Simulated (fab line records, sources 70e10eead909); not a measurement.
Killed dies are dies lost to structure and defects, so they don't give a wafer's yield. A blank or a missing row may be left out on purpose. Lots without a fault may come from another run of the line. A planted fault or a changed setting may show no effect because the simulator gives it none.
A struck lot beside a sound one | flow nand_harc | 14 steps out of a route of 1159
Sound: wafers L828.1, L828.2, L828.5. Struck: wafer L830.1. (L830.2 of the same lot was not struck and is left out.) The cause comes at the end.
At each step with rows: each side's tool, then ch and its chambers, then its first start. Under that, the readings that differ: sound wafers | struck wafers | difference of the means | sigmas: that difference in standard deviations of wafers without a fault.
alike: readings whose means differ by less than 2 such deviations, and words and numbers that are the same on both sides. not compared: withheld readings, readings that some wafer has no value for, bounds like >300 that may hide the same value, and numbers for which the record gives no deviation and whose values overlap.
The two part at a step that has a row with sigmas, a row that says differs or no value, or rows on one side only. Numbers that don't overlap but have no deviation are shown without sigmas and don't part them. A reading that every wafer of one side lacks parts them only if that side has two wafers or more.

first, 8 steps without rows for these wafers: NHARC_A_BLC_COAT_02 (time 75 s); NHARC_A_BLC_COAT_03 (time 65 s); NHARC_A_BLC_COAT_04 (resist thk 90 nm); NHARC_A_BLC_SOFTBAKE_05 (time 55 s); NHARC_A_BLC_EBR_06; NHARC_A_BLC_EXPOSE_07 (exposes mask A BLC, target cd 100 nm); NHARC_A_BLC_PEB_08 (peb time 65 s); NHARC_A_BLC_DEVELOP_09 (develop time 35 s).
NHARC_A_BLC_CD_MEAS_10: target cd 100 nm.
  sound on cd_sem-02 ch 0, day 19 12:10; struck on cd_sem-01 ch 0, day 20 15:04
  alike: cd_nm
NHARC_A_BLC_OVL_MEAS_11:
  sound on overlay-01, day 19 12:14; struck on overlay-02, day 20 15:09
  alike: overlay_x_nm, overlay_y_nm
NHARC_A_BLC_INSPECT_12:
  sound on defect_inspect-02, day 19 12:17; struck on defect_inspect-02, day 20 15:11
  alike: raw_defect_count
NHARC_A_BLC_DESCUM_15: chemistry O2, time 3 s.
  sound on rie_diel-05 ch 0,1,2, day 19 12:22; struck on rie_diel-05 ch 3, day 20 15:22
  alike: drypump_motor_current_A, oes_product_au, rf_vpp_V, showerhead_plenum_p_Torr, throttle_valve_pct
  not compared: rf_hours_counter_h
NHARC_A_BLC_ETCH_16: etches the open film in CF4, target depth 39 nm, time 65 s.
  sound on rie_diel-05 ch 2,3, day 19 12:26; struck on rie_diel-05 ch 3, day 20 15:26
  reading          | sound          | struck | difference | sigmas
  run_length_s (s) | 86.3 86.4 86.7 | 72.0   | -14.5      | -40
  alike: drypump_motor_current_A, oes_product_au, rf_vpp_V, showerhead_plenum_p_Torr, throttle_valve_pct
  not compared: bias_w, rf_hours_counter_h
NHARC_A_BLC_ETCH_17: etches the open film in N2/H2, target depth 390 nm, time 609.38 s.
  sound on rie_diel-05 ch 1,2; struck on rie_diel-05 ch 1
  alike: bias_w, drypump_motor_current_A, oes_product_au, rf_vpp_V, run_length_s, showerhead_plenum_p_Torr, throttle_valve_pct
  not compared: rf_hours_counter_h

WHERE THEY PART
Only at NHARC_A_BLC_ETCH_16, within this record. Later steps at which nothing parts them and some readings are alike: NHARC_A_BLC_ETCH_17.

WHY: what the simulator had put in
Process parameter drift: rie_diel-05, from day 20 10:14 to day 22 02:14, at NHARC_A_BLC_ETCH_16. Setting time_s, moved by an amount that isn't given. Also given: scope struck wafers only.
